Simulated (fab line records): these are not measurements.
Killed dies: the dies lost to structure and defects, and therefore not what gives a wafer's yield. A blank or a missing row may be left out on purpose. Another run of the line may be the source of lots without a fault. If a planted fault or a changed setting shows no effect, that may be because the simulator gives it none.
fab line records | flow n5Finfet
record lots=7 | wafers=21
route steps=1938 shown BEOL_M1@770 BEOL_M2@841 BEOL_M3@933 BEOL_M4@1064 BEOL_M6@1212
startH: hours from the record's opening day to when the first of the lot's shown wafers began | waitH: hours elapsed since this lot's preceding step | " unchanged from the row above | L1.1+2: one row covering several wafers at once | - no value, or no start given | * or withheld: withheld | < > ~ a bound
route shown NAME@n: a module of which the file shows steps, and the number in the route of the first | usual: mean/standard deviation of fault-free wafers | same: alike in all rows | chamber/n: place in a boat | sites: each site's reading | _std_site: how widely they spread, as a standard deviation | _edge_site: mean of outer sites minus mean of inner sites | radiusMm: for every site, how far away it sits from the centre of the wafer | mask NAME#n: copy n | behind: tool/chamber where the wafer was last shaped | hold: the reason the lot was held/the length of the hold in hours/how it ended | device: whichever transistor did not switch (one of n, p or np) | end of line: the route-end tests of the same wafers | a step with no rows: only its recipe | killed: not the wafer's yield, but the dies lost to structure and defects at the first sort | map: a wafer's dies, marking killed ones x, the rest . and places with no die _
set.NAME: the run value of the setting; set.NAME@STEP: its run value at that earlier step | model.NAME: the simulator's own value behind a step, which no gauge read
lots whose settings were changed on purpose; a table a step, a row a wafer
## steps
# step N5_BEOL_M1_ETCH_64
# recipe chemistry=N2/H2 | target=SOC | targetDepthA=750 | overetchA=150 | maskMaterial=SiARC | tempC=40 | timeS=112.5 | ionEnergyEv=200 | pressureMtorr=30 | sourceW=840 | biasW=150 | n2FlowSccm=200 | h2FlowSccm=200
# usual rfVppV=525.0/2.9
lot.wafer | tool       | chamber | startH | waitH | set.sourceW | set.doseMj@BEOL_M1_EXPOSE_08 | rfVppV | model.BEOL_M1.cdOffsetNm
L076.1    | rieDiel-03 | 3       | 136.32 | 0.0   | 925.5       | 33.99                        | 506.4  | 0.4
L076.2    | "          | 2       | "      | "     | 840         | 33.99                        | 526.3  | 0.4
L076.3    | "          | 1       | "      | "     | 925.5       | 33                           | 506.1  | 0
L077.1    | rieDiel-05 | 3       | 139.73 | 0.0   | 840         | 30.68                        | 522.4  | -1.4
L077.4    | "          | 0       | "      | "     | 840         | 33                           | 526.9  | -0.2
L077.6    | "          | 3       | "      | "     | 840         | 30.68                        | 523.0  | -1.4
L080.2    | rieDiel-05 | 2       | 159.19 | 0.0   | 840         | 31.79                        | 527.5  | -1
L080.3    | "          | 3       | "      | "     | 840         | 31.79                        | 522.1  | -1
L080.5    | "          | 1       | "      | "     | 840         | 33                           | 528.2  | -0.8
L083.2    | rieDiel-05 | 0       | 176.65 | 0.0   | 840         | 33                           | 527.9  | -0.2
L083.4    | "          | 1       | "      | "     | 840         | 33                           | 528.4  | 0
L083.6    | "          | 1       | "      | "     | 840         | 33.96                        | 528.5  | 0.4
L084.2    | rieDiel-04 | 3       | 192.14 | 0.0   | 840         | 31.53                        | 525.9  | -1.6
L084.4    | "          | 0       | "      | "     | 931.9       | 33                           | 505.4  | -0.2
L084.6    | "          | 0       | "      | "     | 840         | 33                           | 524.0  | -0.2
L093.1    | rieDiel-05 | 2       | 240.44 | 0.0   | 787.4       | 31.18                        | 539.7  | -1.6
L093.2    | "          | 3       | "      | "     | 840         | 31.18                        | 521.0  | -1
L093.4    | "          | 1       | "      | "     | 840         | 33                           | 527.5  | 0.2
L094.2    | rieDiel-04 | 1       | 245.77 | 0.0   | 840         | 33                           | 526.3  | -0.6
L094.3    | "          | 0       | "      | "     | 840         | 33                           | 524.3  | -0.4
L094.4    | "          | 2       | "      | "     | 840         | 33                           | 519.7  | 0.2
# step N5_BEOL_M1_STRIP_65
# recipe chemistry=N2/H2 | tempC=40 | n2FlowSccm=200 | h2FlowSccm=200 | rfFrequencyHz=6e+07
# step N5_BEOL_M1_STRIP_75
# recipe chemistry=N2/H2 | tempC=40 | n2FlowSccm=200 | h2FlowSccm=200 | rfFrequencyHz=6e+07
# step N5_BEOL_M1_HM_OPEN_17
# recipe chemistry=Cl2/BCl3 | targetDepthA=200 | overetchA=60 | target=TiN | maskMaterial=SOC | ionEnergyEv=150 | pressureMtorr=10 | icpW=1000 | biasW=126 | Cl2_flow_sccm=53.25 | bcl3FlowSccm=21.75 | Ar_flow_sccm=25
# step N5_BEOL_M1_STRIP_19
# recipe chemistry=O2 | powerW=400 | tempC=40 | pressureMtorr=30 | rfFrequencyHz=6e+07 | biasPowerW=0 | overashFraction=0.2 | o2FlowSccm=225
# step N5_BEOL_M1_CD_MEAS_18
# recipe pitchNm=36 | targetCdNm=18
# usual cdNm=17.8/0.32
lot.wafer | tool     | chamber | startH | waitH | set.doseMj@BEOL_M1_EXPOSE_08 | cdNm
L076.1    | cdSem-01 | -       | 136.82 | 0.0   | 33.99                        | 18.3
L076.2    | "        | -       | "      | "     | 33.99                        | 18.4
L076.3    | "        | -       | "      | "     | 33                           | 17.8
L077.1    | cdSem-02 | -       | 140.09 | 0.0   | 30.68                        | 16.1
L077.4    | "        | -       | "      | "     | 33                           | 17.6
L077.6    | "        | -       | "      | "     | 30.68                        | 16.5
L080.2    | cdSem-03 | -       | 159.54 | 0.1   | 31.79                        | 17.1
L080.3    | "        | -       | "      | "     | 31.79                        | 17.2
L080.5    | "        | -       | "      | "     | 33                           | 17.3
L083.2    | cdSem-01 | -       | 177.00 | 0.1   | 33                           | 18.0
L083.4    | "        | -       | "      | "     | 33                           | 18.3
L083.6    | "        | -       | "      | "     | 33.96                        | 18.4
L084.2    | cdSem-03 | -       | 192.59 | 0.1   | 31.53                        | 16.4
L084.4    | "        | -       | "      | "     | 33                           | 17.9
L084.6    | "        | -       | "      | "     | 33                           | 17.4
L093.1    | cdSem-02 | -       | 240.82 | 0.0   | 31.18                        | 16.7
L093.2    | "        | -       | "      | "     | 31.18                        | 16.8
L093.4    | "        | -       | "      | "     | 33                           | 18.3
L094.2    | cdSem-02 | -       | 246.12 | 0.1   | 33                           | 17.3
L094.3    | "        | -       | "      | "     | 33                           | 17.6
L094.4    | "        | -       | "      | "     | 33                           | 18.0
# step N5_BEOL_M2_ILD_DEP_00
# recipe material=SiOC | targetThkA=790 | tempC=350 | precursor=DEMS/O2 | pressureTorr=5 | rfW=500 | timeS=15.3
lot.wafer | tool     | chamber | startH | waitH | set.timeS | model.SiOC_of_BEOL_M2_ILD_DEP_00.thkNm
L076.1    | pecvd-04 | 0       | 145.32 | 0.0   | 14.21     | 73.4
L076.2    | "        | 1       | "      | "     | 15.3      | 79
L076.3    | "        | 2       | "      | "     | 15.3      | 79.4
L077.1    | pecvd-02 | 2       | 146.86 | 0.0   | 16.18     | 84.2
L077.4    | "        | 2       | "      | "     | 15.3      | 81
L077.6    | "        | 1       | "      | "     | 16.18     | 84.4
L080.2    | pecvd-04 | 2       | 172.19 | 0.0   | 15.3      | 78.6
L080.3    | "        | 1       | "      | "     | 16.23     | 83.2
L080.5    | "        | 1       | "      | "     | 16.23     | 85.4
L083.2    | pecvd-02 | 0       | 186.07 | 0.0   | 13.55     | 70.2
L083.4    | "        | 0       | "      | "     | 13.55     | 71.4
L083.6    | "        | 2       | "      | "     | 15.3      | 80.2
L084.2    | pecvd-04 | 2       | 206.33 | 0.0   | 15.3      | 79.4
L084.4    | "        | 2       | "      | "     | 15.3      | 80.2
L084.6    | "        | 0       | "      | "     | 15.3      | 79.2
L093.1    | pecvd-02 | 1       | 248.83 | 0.0   | 15.3      | 78.6
L093.2    | "        | 0       | "      | "     | 15.3      | 79.6
L093.4    | "        | 2       | "      | "     | 15.3      | 80.8
L094.2    | pecvd-04 | 1       | 258.14 | 0.0   | 15.3      | 78.2
L094.3    | "        | 2       | "      | "     | 15.3      | 79.2
L094.4    | "        | 1       | "      | "     | 15.3      | 79.6
# step N5_BEOL_M2_THK_MEAS_01
# recipe reads=SiOC_of_BEOL_M2_ILD_DEP_00
# usual M2_ILD_THK=79.7/0.96
lot.wafer | tool         | chamber | startH | waitH | set.timeS@BEOL_M2_ILD_DEP_00 | M2_ILD_THK[nm]
L076.1    | filmMetro-01 | -       | 145.39 | 0.0   | 14.21                        | 73.3
L076.2    | "            | -       | "      | "     | 15.3                         | 79.0
L076.3    | "            | -       | "      | "     | 15.3                         | 79.5
L077.1    | filmMetro-01 | -       | 146.93 | 0.0   | 16.18                        | 84.1
L077.4    | "            | -       | "      | "     | 15.3                         | 81.0
L077.6    | "            | -       | "      | "     | 16.18                        | 84.6
L080.2    | filmMetro-01 | -       | 172.26 | 0.1   | 15.3                         | 78.6
L080.3    | "            | -       | "      | "     | 16.23                        | 83.2
L080.5    | "            | -       | "      | "     | 16.23                        | 85.5
L083.2    | filmMetro-01 | -       | 186.14 | 0.1   | 13.55                        | 70.2
L083.4    | "            | -       | "      | "     | 13.55                        | 71.4
L083.6    | "            | -       | "      | "     | 15.3                         | 80.3
L084.2    | filmMetro-02 | -       | 206.40 | 0.1   | 15.3                         | 79.4
L084.4    | "            | -       | "      | "     | 15.3                         | 80.3
L084.6    | "            | -       | "      | "     | 15.3                         | 79.3
L093.1    | filmMetro-02 | -       | 248.90 | 0.0   | 15.3                         | 78.5
L093.2    | "            | -       | "      | "     | 15.3                         | 79.6
L093.4    | "            | -       | "      | "     | 15.3                         | 80.7
L094.2    | filmMetro-02 | -       | 258.21 | 0.1   | 15.3                         | 78.2
L094.3    | "            | -       | "      | "     | 15.3                         | 79.2
L094.4    | "            | -       | "      | "     | 15.3                         | 79.7
# step N5_BEOL_M3_PECVD_72
# recipe material=SiO2 | targetThkA=160 | tempC=400 | precursor=TEOS/O2 | pressureTorr=5.5 | rfW=450 | teosFlowSccm=53.8 | gas=O2 | flowSccm=3000 | timeS=18
lot.wafer | tool     | chamber | startH | waitH | set.tempC | model.SiO2_of_BEOL_M3_PECVD_72.thkNm
L077.1    | pecvd-04 | 1       | 154.25 | 0.0   | 400       | 15.6
L077.4    | "        | 2       | "      | "     | 400       | 16.2
L077.6    | "        | 0       | "      | "     | 391       | 17.2
L076.1+2  | pecvd-01 | 0,1     | 155.22 | 0.0   | 400       | 16
L076.3    | "        | 0       | "      | "     | 400       | 16.2
L080.2+3  | pecvd-01 | 2,1     | 184.60 | 0.0   | 400       | 15.8
L080.5    | "        | 0       | "      | "     | 400       | 16.2
L083.2    | pecvd-01 | 1       | 206.60 | 0.0   | 400       | 15.8
L083.4    | "        | 0       | "      | "     | 406.6     | 15.2
L083.6    | "        | 1       | "      | "     | 400       | 16
L084.2+6  | pecvd-01 | 1,0     | 215.47 | 0.0   | 385       | 17.6
L084.4    | "        | 0       | "      | "     | 400       | 16.2
L093.1    | pecvd-02 | 1       | 262.48 | 0.0   | 391.4     | 16.6
L093.2    | "        | 2       | "      | "     | 400       | 15.8
L093.4    | "        | 2       | "      | "     | 391.4     | 17
L094.2+3  | pecvd-02 | 1,0     | 279.31 | 0.0   | 400       | 15.6
L094.4    | "        | 1       | "      | "     | 400       | 16
# step N5_BEOL_M3_COAT_05
# recipe resist=CAR-EUV | spinRpm=1500 | resistThkNm=30
lot.wafer  | tool          | chamber | startH | waitH | set.spinRpm | model.CAR-EUV_of_BEOL_M3_COAT_05.thkNm
L077.1+6   | lithoTrack-05 | 0       | -      | -     | 1606        | 29
L077.4     | "             | 0       | "      | "     | 1500        | 30
L076.1+3   | lithoTrack-02 | 0       | -      | -     | 1500        | 30
L076.2     | "             | 0       | "      | "     | 1594        | 29
L080.2+3   | lithoTrack-02 | 0       | -      | -     | 1500        | 30
L080.5     | "             | 0       | "      | "     | 1341        | 31.6
L083.2     | lithoTrack-04 | 0       | -      | -     | 1336        | 31.8
L083.4     | "             | 0       | "      | "     | 1500        | 30
L083.6     | "             | 0       | "      | "     | 1500        | 29.8
L084.2+6   | lithoTrack-04 | 0       | -      | -     | 1500        | 30
L084.4     | "             | 0       | "      | "     | 1500        | 29.8
L093.1     | lithoTrack-04 | 0       | -      | -     | 1500        | 30
L093.2+4   | "             | 0       | "      | "     | 1456        | 30.4
L094.2+3+4 | lithoTrack-04 | 0       | -      | -     | 1500        | 30
# step N5_BEOL_M3_EBR_07
# recipe solvent=PGMEA | ebrWidthMm=1.5
# step N5_BEOL_M3_SOFTBAKE_06
# recipe tempC=110 | timeS=60 | resist=CAR-EUV
# step N5_BEOL_M3_DESCUM_16
# recipe chemistry=O2 | timeS=7 | sourcePowerW=50 | biasPowerW=20 | pressureMtorr=20 | rfFrequencyHz=2.712e+07 | tempC=40 | resist=CAR-EUV | o2FlowSccm=225
# step N5_BEOL_M3_ETCH_74
# recipe chemistry=N2/H2 | target=underlayer | targetDepthA=65 | maskMaterial=CAR-EUV | timeS=5.2 | ionEnergyEv=200 | pressureMtorr=30 | sourceW=840 | biasW=150 | n2FlowSccm=200 | h2FlowSccm=200 | ends=cleared
# step N5_BEOL_M3_ETCH_63
# recipe chemistry=CF4 | target=SiARC | targetDepthA=156 | maskMaterial=CAR-EUV | timeS=26 | ionEnergyEv=80 | pressureMtorr=40 | sourceW=545 | biasW=36 | Ar_flow_sccm=100 | cf4FlowSccm=100 | ends=cleared
lot.wafer  | tool       | chamber | startH | waitH | set.spinRpm@BEOL_M3_COAT_05 | model.CAR-EUV_of_BEOL_M3_COAT_05.thkNm
L077.1+6   | rieDiel-05 | 1       | 155.37 | 0.0   | 1606                        | 10.2
L077.4     | "          | 3       | "      | "     | 1500                        | 11.2
L076.1     | rieDiel-04 | 2       | 155.87 | 0.0   | 1500                        | 11
L076.2     | "          | 1       | "      | "     | 1594                        | 10.4
L076.3     | "          | 0       | "      | "     | 1500                        | 11.2
L080.2+3   | rieDiel-03 | 2,0     | 186.63 | 0.0   | 1500                        | 11.2
L080.5     | "          | 2       | "      | "     | 1341                        | 12.8
L083.2     | rieDiel-05 | 3       | 209.16 | 0.0   | 1336                        | 13
L083.4+6   | "          | 2,3     | "      | "     | 1500                        | 11.2
L084.2+6   | rieDiel-04 | 3,0     | 216.76 | 0.0   | 1500                        | 11.2
L084.4     | "          | 1       | "      | "     | 1500                        | 11
L093.1     | rieDiel-03 | 2       | 264.98 | 0.0   | 1500                        | 11.2
L093.2+4   | "          | 3,0     | "      | "     | 1456                        | 11.6
L094.2+3+4 | rieDiel-04 | 1,3,0   | 280.88 | 0.0   | 1500                        | 11.2
# step N5_BEOL_M3_VIA_ETCH_34
# recipe chemistry=C4F6/O2 | targetDepthA=694 | maskMaterial=SOC | pressureMtorr=15 | ionEnergyEv=250 | taperDeg=4 | timeS=65.9 | sourceW=350 | biasW=170 | Ar_flow_sccm=300 | C4F6_flow_sccm=10 | O2_flow_sccm=10
# usual rfVppV=668/10
lot.wafer | tool       | chamber | startH | waitH | set.biasW | rfVppV | model.etch.depthNm
L077.1    | rieDiel-03 | 2       | 158.64 | 0.0   | 145.6     | 604    | 67.34
L077.4    | "          | 2       | "      | "     | 170       | 684    | 69.72
L077.6    | "          | 2       | "      | "     | 170       | 684    | 69.05
L076.1    | rieDiel-03 | 2       | 164.58 | 0.0   | 170       | 683    | 68.97
L076.2    | "          | 1       | "      | "     | 142.1     | 573    | 65.21
L076.3    | "          | 0       | "      | "     | 142.1     | 580    | 64.84
L080.2    | rieDiel-04 | 2       | 205.26 | 0.0   | 170       | 651    | 69.95
L080.3    | "          | 0       | "      | "     | 196.6     | 762    | 73.4
L080.5    | "          | 0       | "      | "     | 196.6     | 760    | 72.61
L083.2    | rieDiel-03 | 0       | 212.11 | 0.0   | 170       | 667    | 69.6
L083.4    | "          | 1       | "      | "     | 145.5     | 582    | 65.44
L083.6    | "          | 2       | "      | "     | 145.5     | 604    | 66.69
L084.2    | rieDiel-03 | 1       | 220.66 | 0.0   | 156.7     | 619    | 67.15
L084.4    | "          | 0       | "      | "     | 170       | 666    | 69.61
L084.6    | "          | 3       | "      | "     | 170       | 655    | 70.89
L093.1    | rieDiel-05 | 1       | 280.12 | 0.0   | 170       | 673    | 70.44
L093.2    | "          | 0       | "      | "     | 188.1     | 711    | 71.84
L093.4    | "          | 2       | "      | "     | 188.1     | 734    | 72.98
L094.2    | rieDiel-05 | 2       | 286.47 | 0.0   | 170       | 677    | 70.8
L094.3    | "          | 1       | "      | "     | 170       | 674    | 69.73
L094.4    | "          | 0       | "      | "     | 170       | 655    | 68.8
# step N5_BEOL_M3_STRIP_83
# recipe chemistry=C4F6/O2 | resist=SiARC | rfFrequencyHz=6e+07
# step N5_BEOL_M3_STRIP_36
# recipe chemistry=N2/H2 | powerW=450 | tempC=40 | pressureMtorr=20 | rfFrequencyHz=6e+07 | overashFraction=0.3 | biasPowerW=7 | h2Frac=0.5 | n2FlowSccm=200 | h2FlowSccm=200
# step N5_BEOL_M3_STRIP_97
# recipe chemistry=N2/H2 | timeS=10 | powerW=450 | tempC=40 | pressureMtorr=20 | rfFrequencyHz=6e+07 | biasPowerW=7 | n2FlowSccm=200 | h2FlowSccm=200
# step N5_BEOL_M3_HM_STRIP_39
# recipe chemistry=peroxideTinStrip | material=TiN | targetDepthA=250 | tempC=50 | timeS=158
lot.wafer | tool        | chamber | startH | waitH | set.tempC@BEOL_M3_PECVD_72 | model.SiO2_of_BEOL_M3_PECVD_72.thkNm
L077.1    | wetBench-03 | 5       | 159.03 | 0.0   | 400                        | 15.6
L077.4    | "           | 7       | "      | "     | 400                        | 16
L077.6    | "           | 0       | "      | "     | 391                        | 17
L076.1+2  | wetBench-03 | 1,2     | 164.87 | 0.0   | 400                        | 15.8
L076.3    | "           | 0       | "      | "     | 400                        | 16
L080.2+3  | wetBench-03 | 7,6     | 205.57 | 0.0   | 400                        | 15.6
L080.5    | "           | 0       | "      | "     | 400                        | 16
L083.2    | wetBench-05 | 2       | 212.40 | 0.0   | 400                        | 15.6
L083.4    | "           | 5       | "      | "     | 406.6                      | 15.2
L083.6    | "           | 7       | "      | "     | 400                        | 15.8
L084.2+6  | wetBench-03 | 1,0     | 220.95 | 0.0   | 385                        | 17.6
L084.4    | "           | 6       | "      | "     | 400                        | 16.2
L093.1    | wetBench-05 | 0       | 280.41 | 0.0   | 391.4                      | 16.4
L093.2    | "           | 1       | "      | "     | 400                        | 15.6
L093.4    | "           | 7       | "      | "     | 391.4                      | 17
L094.2+3  | wetBench-03 | 1,7     | 286.76 | 0.0   | 400                        | 15.4
L094.4    | "           | 6       | "      | "     | 400                        | 15.8
# step N5_BEOL_M4_ETCH_70
# recipe chemistry=N2/H2 | target=SOC | targetDepthA=800 | overetchA=240 | maskMaterial=SiARC | tempC=40 | timeS=130 | ionEnergyEv=200 | pressureMtorr=30 | sourceW=840 | biasW=150 | n2FlowSccm=200 | h2FlowSccm=200
# usual rfVppV=523.3/2.5
lot.wafer | tool       | chamber | startH | waitH | set.biasW | rfVppV | model.SiARC_of_BEOL_M4_COAT_68.thkNm
L077.1    | rieDiel-06 | 0       | 172.80 | 0.0   | 160.1     | 549.3  | 5.6
L077.4    | "          | 1       | "      | "     | 160.1     | 543.5  | 5
L077.6    | "          | 2       | "      | "     | 150       | 527.0  | 6
L076.1    | rieDiel-06 | 3       | 176.58 | 0.0   | 150       | 522.3  | 6.2
L076.2    | "          | 2       | "      | "     | 142       | 508.0  | 6.4
L076.3    | "          | 0       | "      | "     | 142       | 508.4  | 6.6
L080.2    | rieDiel-02 | 2       | 215.85 | 0.0   | 150       | 519.7  | 5.6
L080.3    | "          | 0       | "      | "     | 150       | 521.1  | 6
L080.5    | "          | 0       | "      | "     | 150       | 521.2  | 6
L083.2    | rieDiel-02 | 1       | 226.13 | 0.0   | 157.7     | 540.0  | 5.6
L083.4    | "          | 3       | "      | "     | 157.7     | 543.7  | 5.4
L083.6    | "          | 1       | "      | "     | 150       | 523.9  | 6.2
L084.2    | rieDiel-06 | 0       | 247.36 | 0.0   | 126.7     | 473.1  | 7.4
L084.4    | "          | 3       | "      | "     | 126.7     | 468.8  | 7.2
L084.6    | "          | 2       | "      | "     | 150       | 526.6  | 5.8
L093.1    | rieDiel-02 | 0       | 293.93 | 0.0   | 150       | 520.2  | 6
L093.2    | "          | 1       | "      | "     | 150       | 522.6  | 6
L093.4    | "          | 2       | "      | "     | 150       | 519.8  | 5.8
L094.2    | rieDiel-02 | 1       | 316.30 | 0.0   | 150       | 524.7  | 6
L094.3    | "          | 0       | "      | "     | 150       | 519.9  | 6
L094.4    | "          | 1       | "      | "     | 150       | 523.8  | 6
# step N5_BEOL_M4_TRENCH_ETCH_37
# recipe chemistry=C4F6/O2 | targetDepthA=555.55 | target=SiOC | timeS=29.2 | ionEnergyEv=250 | pressureMtorr=30 | sourceW=355 | biasW=185 | Ar_flow_sccm=300 | C4F6_flow_sccm=10 | O2_flow_sccm=10
lot.wafer | tool       | chamber | startH | waitH | set.timeS | model.etch.depthNm | model.BEOL_M4.featureDepthNm
L077.1    | rieDiel-06 | 0       | -      | -     | 29.2      | 53.07              | 53
L077.4    | "          | 1       | "      | "     | 29.2      | 56.06              | 56
L077.6    | "          | 2       | "      | "     | 29.2      | 54.33              | 54.4
L076.1    | rieDiel-06 | 3       | -      | -     | 26.61     | 50.01              | 50
L076.2    | "          | 2       | "      | "     | 29.2      | 54.71              | 54.8
L076.3    | "          | 0       | "      | "     | 26.61     | 49.08              | 49
L080.2    | rieDiel-02 | 2       | -      | -     | 29.2      | 55.23              | 55.2
L080.3    | "          | 0       | "      | "     | 33.92     | 63.83              | 63.8
L080.5    | "          | 0       | "      | "     | 29.2      | 54.86              | 54.8
L083.2    | rieDiel-02 | 1       | -      | -     | 29.2      | 55.33              | 55.4
L083.4    | "          | 3       | "      | "     | 29.2      | 55.64              | 55.6
L083.6    | "          | 1       | "      | "     | 29.2      | 55.21              | 55.2
L084.2    | rieDiel-06 | 0       | -      | -     | 29.2      | 53.52              | 53.6
L084.4    | "          | 3       | "      | "     | 29.2      | 54.96              | 55
L084.6    | "          | 2       | "      | "     | 29.2      | 55.08              | 55
L093.1    | rieDiel-02 | 0       | -      | -     | 33.97     | 64.58              | 64.6
L093.2    | "          | 1       | "      | "     | 33.97     | 64.26              | 64.2
L093.4    | "          | 2       | "      | "     | 29.2      | 54.98              | 55
L094.2    | rieDiel-02 | 1       | -      | -     | 29.2      | 54.94              | 55
L094.3    | "          | 0       | "      | "     | 29.2      | 54.82              | 54.8
L094.4    | "          | 1       | "      | "     | 29.2      | 54.99              | 55
# step N5_BEOL_M4_ETCH_41
# recipe chemistry=CH3F/O2 | target=SiCN | targetDepthA=299 | taperDeg=2 | timeS=52.5 | ionEnergyEv=120 | maskMaterial=TiN | pressureMtorr=30 | sourceW=395 | biasW=75 | Ar_flow_sccm=150 | CH3F_flow_sccm=30 | O2_flow_sccm=20
# step N5_BEOL_M4_STRIP_97
# recipe chemistry=N2/H2 | timeS=10 | powerW=450 | tempC=40 | pressureMtorr=20 | rfFrequencyHz=6e+07 | biasPowerW=7 | n2FlowSccm=200 | h2FlowSccm=200
# step N5_BEOL_M4_OCD_MEAS_38
# usual trenchDepthNm=55.2/0.93
lot.wafer | tool   | chamber | startH | waitH | set.timeS@BEOL_M4_TRENCH_ETCH_37 | trenchDepthNm
L077.1    | ocd-02 | -       | 173.16 | -     | 29.2                             | 52.9
L077.4    | "      | -       | "      | "     | 29.2                             | 56.7
L077.6    | "      | -       | "      | "     | 29.2                             | 54.5
L076.1    | ocd-02 | -       | 176.94 | -     | 26.61                            | 49.7
L076.2    | "      | -       | "      | "     | 29.2                             | 54.9
L076.3    | "      | -       | "      | "     | 26.61                            | 49.2
L080.2    | ocd-01 | -       | 216.21 | -     | 29.2                             | 55.6
L080.3    | "      | -       | "      | "     | 33.92                            | 63.5
L080.5    | "      | -       | "      | "     | 29.2                             | 55.8
L083.2    | ocd-01 | -       | 226.49 | -     | 29.2                             | 55.6
L083.4    | "      | -       | "      | "     | 29.2                             | 55.5
L083.6    | "      | -       | "      | "     | 29.2                             | 54.9
L084.2    | ocd-01 | -       | 247.72 | -     | 29.2                             | 53.9
L084.4    | "      | -       | "      | "     | 29.2                             | 54.9
L084.6    | "      | -       | "      | "     | 29.2                             | 55.1
L093.1    | ocd-02 | -       | 294.29 | -     | 33.97                            | 64.4
L093.2    | "      | -       | "      | "     | 33.97                            | 64.2
L093.4    | "      | -       | "      | "     | 29.2                             | 55.0
L094.2    | ocd-01 | -       | 316.66 | -     | 29.2                             | 55.2
L094.3    | "      | -       | "      | "     | 29.2                             | 55.0
L094.4    | "      | -       | "      | "     | 29.2                             | 55.0
# step N5_BEOL_M6_ETCH_62
# recipe chemistry=N2/H2 | target=SOC | targetDepthA=1100 | overetchA=220 | maskMaterial=SiARC | tempC=40 | timeS=165 | ionEnergyEv=200 | pressureMtorr=30 | sourceW=840 | biasW=150 | n2FlowSccm=200 | h2FlowSccm=200
lot.wafer  | tool       | chamber | startH | waitH | set.timeS | model.SiARC_of_BEOL_M6_COAT_60.thkNm
L077.1     | rieDiel-02 | 3       | 197.79 | 0.0   | 165       | 28
L077.4+6   | "          | 1,0     | "      | "     | 165       | 28.4
L076.1+3   | rieDiel-02 | 3,2     | 199.47 | 0.0   | 178       | 27.6
L076.2     | "          | 1       | "      | "     | 165       | 28.4
L080.2     | rieDiel-06 | 0       | 239.46 | 0.0   | 165       | 28.6
L080.3     | "          | 3       | "      | "     | 133.8     | 29.8
L080.5     | "          | 0       | "      | "     | 133.8     | 30
L083.2     | rieDiel-06 | 3       | 248.30 | 0.0   | 165       | 28.2
L083.4     | "          | 0       | "      | "     | 165       | 28.4
L083.6     | "          | 1       | "      | "     | 165       | 27.8
L084.2     | rieDiel-01 | 0       | 270.07 | 0.0   | 188.6     | 27.6
L084.4     | "          | 1       | "      | "     | 165       | 28.2
L084.6     | "          | 3       | "      | "     | 188.6     | 27
L093.1     | rieDiel-06 | 0       | 310.99 | 0.0   | 165       | 28.6
L093.2     | "          | 3       | "      | "     | 176.8     | 28
L093.4     | "          | 0       | "      | "     | 176.8     | 28.2
L094.2+3+4 | rieDiel-06 | 3,2,2   | 339.35 | 0.0   | 165       | 28.6
## key
split step=N5_BEOL_M1_ETCH_64 | setting=sourceW | stated=840 | by=wafer
response step=N5_BEOL_M1_ETCH_64 | reading=rfVppV | change=-1.96 | per=1% | r=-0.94
split step=N5_BEOL_M2_ILD_DEP_00 | setting=timeS | stated=15.3 | by=wafer
response step=N5_BEOL_M2_ILD_DEP_00 | reading=model.SiOC_of_BEOL_M2_ILD_DEP_00.thkNm | change=+0.805 | per=1% | r=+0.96
response step=N5_BEOL_M2_THK_MEAS_01 | reading=M2_ILD_THK | change=+0.812 | per=1% | r=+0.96
split step=N5_BEOL_M3_PECVD_72 | setting=tempC | stated=400 | by=wafer
response step=N5_BEOL_M3_PECVD_72 | reading=model.SiO2_of_BEOL_M3_PECVD_72.thkNm | change=-0.434 | per=1% | r=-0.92
response step=N5_BEOL_M3_HM_STRIP_39 | reading=model.SiO2_of_BEOL_M3_PECVD_72.thkNm | change=-0.421 | per=1% | r=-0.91
split step=N5_BEOL_M3_COAT_05 | setting=spinRpm | stated=1500 | by=wafer
response step=N5_BEOL_M3_COAT_05 | reading=model.CAR-EUV_of_BEOL_M3_COAT_05.thkNm | change=-0.158 | per=1% | r=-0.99
response step=N5_BEOL_M3_ETCH_63 | reading=model.CAR-EUV_of_BEOL_M3_COAT_05.thkNm | change=-0.149 | per=1% | r=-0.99
split step=N5_BEOL_M3_VIA_ETCH_34 | setting=biasW | stated=170 | by=wafer
response step=N5_BEOL_M3_VIA_ETCH_34 | reading=rfVppV | change=+5.92 | per=1% | r=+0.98
response step=N5_BEOL_M3_VIA_ETCH_34 | reading=model.etch.depthNm | change=+0.216 | per=1% | r=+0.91
split step=N5_BEOL_M4_ETCH_70 | setting=biasW | stated=150 | by=wafer
response step=N5_BEOL_M4_ETCH_70 | reading=rfVppV | change=+3.41 | per=1% | r=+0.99
response step=N5_BEOL_M4_ETCH_70 | reading=model.SiARC_of_BEOL_M4_COAT_68.thkNm | change=-0.0973 | per=1% | r=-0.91
split step=N5_BEOL_M4_TRENCH_ETCH_37 | setting=timeS | stated=29.2 | by=wafer
response step=N5_BEOL_M4_TRENCH_ETCH_37 | reading=model.etch.depthNm | change=+0.564 | per=1% | r=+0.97
response step=N5_BEOL_M4_TRENCH_ETCH_37 | reading=model.BEOL_M4.featureDepthNm | change=+0.565 | per=1% | r=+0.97
response step=N5_BEOL_M4_OCD_MEAS_38 | reading=trenchDepthNm | change=+0.537 | per=1% | r=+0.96
split step=N5_BEOL_M6_ETCH_62 | setting=timeS | stated=165 | by=wafer
response step=N5_BEOL_M6_ETCH_62 | reading=model.SiARC_of_BEOL_M6_COAT_60.thkNm | change=-0.0701 | per=1% | r=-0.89
split outsideThisFile step=N5_BEOL_M1_EXPOSE_08 setting=doseMj
# split outsideThisFile: this setting was split too, and the file shows its column; the key of that split is in another file
